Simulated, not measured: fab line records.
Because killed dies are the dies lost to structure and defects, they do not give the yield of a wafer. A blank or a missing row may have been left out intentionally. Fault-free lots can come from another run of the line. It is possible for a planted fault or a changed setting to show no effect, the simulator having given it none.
Lot-split experiment + flow n5Finfet + route with 1938 steps; 7 lots, 21 wafers read

SPLIT DETAILS
At N5_BEOL_M15_ILD_DEP_00 (deposits SiO2 from TEOS/O2, target thk 1629.3 nm, time 346.1 s), the setting tempC was moved away from the recipe's 400 C on 11 of the 21 wafers read, by -1.9% to +1.8%. The other wafers ran this setting at the recipe's value.

Between the split and the reading, the file records no step.

THE READING
At N5_BEOL_M15_THK_MEAS_01: M15_ILD_THK, given in nm. Fault-free wafers of this fab line usually give 1630 nm, standard deviation 21 nm.

| wafer  | tool, chamber at the split | tempC as run, C | against the recipe | M15_ILD_THK, nm | against lot-mates on the recipe |
|--------|----------------------------|-----------------|--------------------|-----------------|---------------------------------|
| L075.2 | pecvd-01, 1                | 397.3           | -0.7%              | 1649            | +26                             |
| L075.5 | pecvd-01, 1                | 400             | recipe             | 1623            | -                               |
| L075.6 | pecvd-01, 0                | 397.3           | -0.7%              | 1651            | +28                             |
| L080.1 | pecvd-01, 0                | 400             | recipe             | 1609            | -                               |
| L080.2 | pecvd-01, 2                | 400             | recipe             | 1648            | -                               |
| L080.3 | pecvd-01, 1                | 400             | recipe             | 1615            | -                               |
| L083.1 | pecvd-03, 2                | 392.3           | -1.9%              | 1694            | +60                             |
| L083.4 | pecvd-03, 0                | 400             | recipe             | 1634            | -                               |
| L083.6 | pecvd-03, 1                | 392.3           | -1.9%              | 1717            | +83                             |
| L088.1 | pecvd-02, 1                | 394.7           | -1.3%              | 1685            | +43                             |
| L088.4 | pecvd-02, 1                | 400             | recipe             | 1642            | -                               |
| L088.5 | pecvd-02, 0                | 394.7           | -1.3%              | 1724            | +82                             |
| L086.2 | pecvd-02, 0                | 400             | recipe             | 1635            | -                               |
| L086.3 | pecvd-02, 1                | 400             | recipe             | 1605            | -                               |
| L086.4 | pecvd-02, 2                | 393.2           | -1.7%              | 1699            | +79                             |
| L087.2 | pecvd-01, 0                | 393.2           | -1.7%              | 1679            | +51                             |
| L087.3 | pecvd-01, 2                | 400             | recipe             | 1628            | -                               |
| L087.4 | pecvd-01, 2                | 393.2           | -1.7%              | 1725            | +97                             |
| L096.2 | pecvd-01, 2                | 400             | recipe             | 1644            | -                               |
| L096.4 | pecvd-01, 2                | 407.4           | +1.8%              | 1572            | -72                             |
| L096.6 | pecvd-01, 2                | 407.4           | +1.8%              | 1587            | -57                             |

THE FIT
A straight line over all 21 wafers: M15_ILD_THK changes by -37.5 nm for each +1% of tempC; r = -0.92; the points scatter about the line by 18 nm.
The same after taking each lot's own level away (the mean of its wafers on the recipe; 21 wafers): -39.4 nm for each +1%; r = -0.95; scatter 15 nm.
That fit puts the effect of the largest move of tempC on the reading at 76 nm.
Across the lots, their own levels run from 1620.0 to 1644.0 nm, a range of 1.1 times the standard deviation given above.
The two slopes agree, so the slope changes little with the lot-to-lot level.
Check: +81.5 nm against its lot-mates is what the line predicts for one of the wafers moved furthest among these (-1.9%) when that wafer is left out of the fit. Against them it came out at +60 nm.

THE OTHER SPLITS THESE WAFERS WENT THROUGH
Other splits were also applied to these wafers ahead of the reading. Each is held against what the fit with the lots' levels taken away leaves over:
| other split on the same wafers   | wafers away from the commonest value | r with M15_ILD_THK (lot level and that fit taken away) |
|----------------------------------|--------------------------------------|--------------------------------------------------------|
| N5_BEOL_M12_STRIP_37 h2FlowSccm  | 6                                    | +0.01                                                  |
| N5_BEOL_M13_TRENCH_ETCH_34 timeS | 5                                    | +0.24                                                  |
| N5_BEOL_M14_DEP_53 timeS         | 4                                    | +0.02                                                  |

THE WHOLE CHAIN: every reading that the file lists as answering this split, in the file's order
| step                    | what it does                                                   | reading                                                                            | change (the file's fit)              | r (the file's) |
|-------------------------|----------------------------------------------------------------|------------------------------------------------------------------------------------|--------------------------------------|----------------|
| N5_BEOL_M15_ILD_DEP_00  | deposits SiO2 from TEOS/O2, target thk 1629.3 nm, time 346.1 s | SiO2_of_BEOL_M15_ILD_DEP_00.thkNm (the simulator's own value, which no gauge read) | -40.6 nm for each +1% of the setting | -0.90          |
| N5_BEOL_M15_THK_MEAS_01 |                                                                | M15_ILD_THK                                                                        | -40.9 for each +1% of the setting    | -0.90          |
| N5_BEOL_M15_VIA_ETCH_16 | etches SiO2 in C4F8/O2/Ar, target depth 1792.2 nm              | etch.depthNm (the simulator's own value, which no gauge read)                      | -40.6 nm for each +1% of the setting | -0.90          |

THE FILE'S OWN FIT
M15_ILD_THK changes by -40.9 nm for each +1% of tempC, r = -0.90.
